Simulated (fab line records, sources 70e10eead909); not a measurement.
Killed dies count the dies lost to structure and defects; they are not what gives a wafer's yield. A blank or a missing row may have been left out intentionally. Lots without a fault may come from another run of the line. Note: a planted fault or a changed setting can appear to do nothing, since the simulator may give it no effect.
Chamber matching / flow nand-harc / rie-diel-09 running NHARC_A_BLC_STRIP_29: 4 sister chambers
The step strips in CF4. 7 wafers are shown with their chamber, then 7 later ones without.

## WAFERS, EACH WITH ITS CHAMBER
wafer=L369.2; chamber=0; drypump-motor-current-A (A)=5.95; oes-product-au (a.u.)=1.022
wafer=L370.1; chamber=2; drypump-motor-current-A (A)=5.79; oes-product-au (a.u.)=1.023
wafer=L370.4; chamber=1; drypump-motor-current-A (A)=5.87; oes-product-au (a.u.)=0.999
wafer=L376.4; chamber=1; drypump-motor-current-A (A)=5.86; oes-product-au (a.u.)=0.972
wafer=L376.5; chamber=3; drypump-motor-current-A (A)=6.12; oes-product-au (a.u.)=0.993
wafer=L383.1; chamber=2; drypump-motor-current-A (A)=5.80; oes-product-au (a.u.)=1.035
wafer=L383.4; chamber=3; drypump-motor-current-A (A)=6.13; oes-product-au (a.u.)=1.017

## WAFERS WITH NO CHAMBER GIVEN
wafer=L383.6; drypump-motor-current-A (A)=5.78; oes-product-au (a.u.)=1.025
wafer=L389.1; drypump-motor-current-A (A)=5.85; oes-product-au (a.u.)=0.999
wafer=L389.3; drypump-motor-current-A (A)=6.16; oes-product-au (a.u.)=1.013
wafer=L389.6; drypump-motor-current-A (A)=6.13; oes-product-au (a.u.)=1.007
wafer=L390.2; drypump-motor-current-A (A)=6.11; oes-product-au (a.u.)=1.010
wafer=L390.5; drypump-motor-current-A (A)=6.00; oes-product-au (a.u.)=0.983
wafer=L390.6; drypump-motor-current-A (A)=6.10; oes-product-au (a.u.)=1.016

## CHAMBER TAKEN BY EACH
wafer=L383.6; from the rows above=2; in truth=2
wafer=L389.1; from the rows above=1; in truth=1
wafer=L389.3; from the rows above=3; in truth=3
wafer=L389.6; from the rows above=3; in truth=3
wafer=L390.2; from the rows above=3; in truth=3
wafer=L390.5; from the rows above=0; in truth=0
wafer=L390.6; from the rows above=3; in truth=3
Placed correctly: 7 of 7. Not placeable from these rows: 0. 0 placed wrongly.
How it was worked out, from the rows above alone: a wafer's distance from a chamber is the root of the sum, over the readings, of the square of ((its reading less the chamber's mean) divided by the reading's scatter). The wafer belongs to the nearest chamber; if the next one is less than 2 further off, it can't be placed. A chamber's mean is the mean of its shown wafers. How the scatter is found: for the shown wafers, subtract from each reading the mean of its chamber, square and add these, divide the total by (wafers less chambers), then take the root.
